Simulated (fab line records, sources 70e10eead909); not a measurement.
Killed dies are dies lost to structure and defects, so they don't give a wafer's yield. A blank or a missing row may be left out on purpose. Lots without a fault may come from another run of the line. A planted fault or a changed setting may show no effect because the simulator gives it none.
A struck lot beside a sound one | flow nand_harc | 14 steps out of a route of 1302
Sound: wafers L321.1, L321.5, L321.6. Struck: wafers L337.1, L337.6. (L337.2 of the same lot was not struck and is left out.) The cause comes at the end.
At each step with rows: each side's tool, then ch and its chambers, then its first start. Under that, the readings that differ: sound wafers | struck wafers | difference of the means | sigmas: that difference in standard deviations of wafers without a fault.
alike: readings whose means differ by less than 2 such deviations, and words and numbers that are the same on both sides. not compared: withheld readings, readings that some wafer has no value for, bounds like >300 that may hide the same value, and numbers for which the record gives no deviation and whose values overlap.
The two part at a step that has a row with sigmas, a row that says differs or no value, or rows on one side only. Numbers that don't overlap but have no deviation are shown without sigmas and don't part them. A reading that every wafer of one side lacks parts them only if that side has two wafers or more.

first, 1 step without rows for these wafers: NHARC_A_CHANNEL_HOLE_D2_STRIP_43 (strips in O2/COS).
NHARC_A_CHANNEL_HOLE_D2_ETCH_44: etches the open film in CF4/O2, target depth 140 nm, overetch 14 nm, time 77 s.
  sound on rie_diel-12 ch 0,2,3, day 13 13:55; struck on rie_diel-12 ch 1, day 20 07:44
  alike: drypump_motor_current_A, oes_product_au, rf_vpp_V, showerhead_plenum_p_Torr, throttle_valve_pct
  not compared: rf_hours_counter_h
NHARC_A_CHANNEL_HOLE_D2_STRIP_28: strips in O2.
  sound on rie_diel-12 ch 2,3; struck on rie_diel-12 ch 3
  reading                     | sound       | struck  | difference | sigmas
  drypump_motor_current_A (A) | 5.3 5.2 6.6 | 6.7 6.7 | +1.0       | +3
  alike: oes_product_au, rf_vpp_V, showerhead_plenum_p_Torr, throttle_valve_pct
  not compared: rf_hours_counter_h
then, 2 steps without rows for these wafers: NHARC_A_CHANNEL_HOLE_D2_PRECLEAN_29 (cleans in SC1); NHARC_A_CHANNEL_HOLE_D2_SRD_30.
NHARC_A_CHANNEL_HOLE_D2_CD_MEAS_31:
  sound on cd_sem-02, day 13 14:41; struck on cd_sem-03, day 20 08:32
  reading    | sound          | struck    | difference | sigmas
  cd_nm (nm) | 92.2 89.8 93.6 | 88.1 88.6 | -3.5       | -2
NHARC_A_CHANNEL_HOLE_D2_XSEM_32:
  sound on xsem-02 ch 0, day 13 14:47; struck on xsem-01 ch 0, day 20 08:37
  reading            | sound          | struck    | difference | sigmas
  bot_cd_nm (nm)     | 76.5 73.7 78.2 | 71.3 72.9 | -4.0       | -2
  tilt_deg (degrees) | 0.06 0.06 0.06 | 0.15 0.16 | +0.10      | +2
  alike: bow_nm
NHARC_A_CHANNEL_HOLE_D2_INSPECT_40:
  sound on defect_inspect-01, day 13 14:53; struck on defect_inspect-02, day 20 08:43
  alike: raw_defect_count
then, 2 steps without rows for these wafers: NHARC_A_CHANNEL_FILL_D2_PRECLEAN_00 (cleans in SC1); NHARC_A_CHANNEL_FILL_D2_SRD_01.
NHARC_A_CHANNEL_FILL_D2_ALD_02: deposits SiO2, target thk 6 nm, pulse time 10 s, ald cycles 60.
  sound on ald_hk-03 ch 0,1,3, day 13 15:13; struck on ald_hk-02 ch 1,3, day 20 08:54
  alike: heater_power_w, precursor_pulse_height_rel
  not compared: ald_cycles, since_wet_clean_h
NHARC_A_CHANNEL_FILL_D2_ALD_03: deposits SiNx, target thk 6 nm, pulse time 60 s, ald cycles 58.
  sound on ald_sin_batch-01 ch 0; struck on ald_sin_batch-02 ch 0
  alike: precursor_pulse_height_rel
  not compared: ald_cycles
NHARC_A_CHANNEL_FILL_D2_ALD_14: deposits SiO2, target thk 2.5 nm, pulse time 10 s, ald cycles 25.
  sound on ald_hk-02 ch 1,2, day 13 22:10; struck on ald_hk-04 ch 2,3, day 20 15:56
  reading    | sound    | struck | difference | sigmas
  ald_cycles | 25 25 25 | 21 21  | -4         |
  alike: heater_power_w, precursor_pulse_height_rel
  not compared: since_wet_clean_h
then, 1 step without rows for these wafers: NHARC_A_CHANNEL_FILL_D2_ALD_15 (deposits SiNx, target thk 2 nm, pulse time 60 s, ald cycles 19).

WHERE THEY PART
First at NHARC_A_CHANNEL_HOLE_D2_STRIP_28; last, within this record, at NHARC_A_CHANNEL_HOLE_D2_XSEM_32. Later steps at which nothing parts them and some readings are alike: NHARC_A_CHANNEL_HOLE_D2_INSPECT_40, NHARC_A_CHANNEL_FILL_D2_ALD_02, NHARC_A_CHANNEL_FILL_D2_ALD_03, NHARC_A_CHANNEL_FILL_D2_ALD_14.

WHY: what the simulator had put in
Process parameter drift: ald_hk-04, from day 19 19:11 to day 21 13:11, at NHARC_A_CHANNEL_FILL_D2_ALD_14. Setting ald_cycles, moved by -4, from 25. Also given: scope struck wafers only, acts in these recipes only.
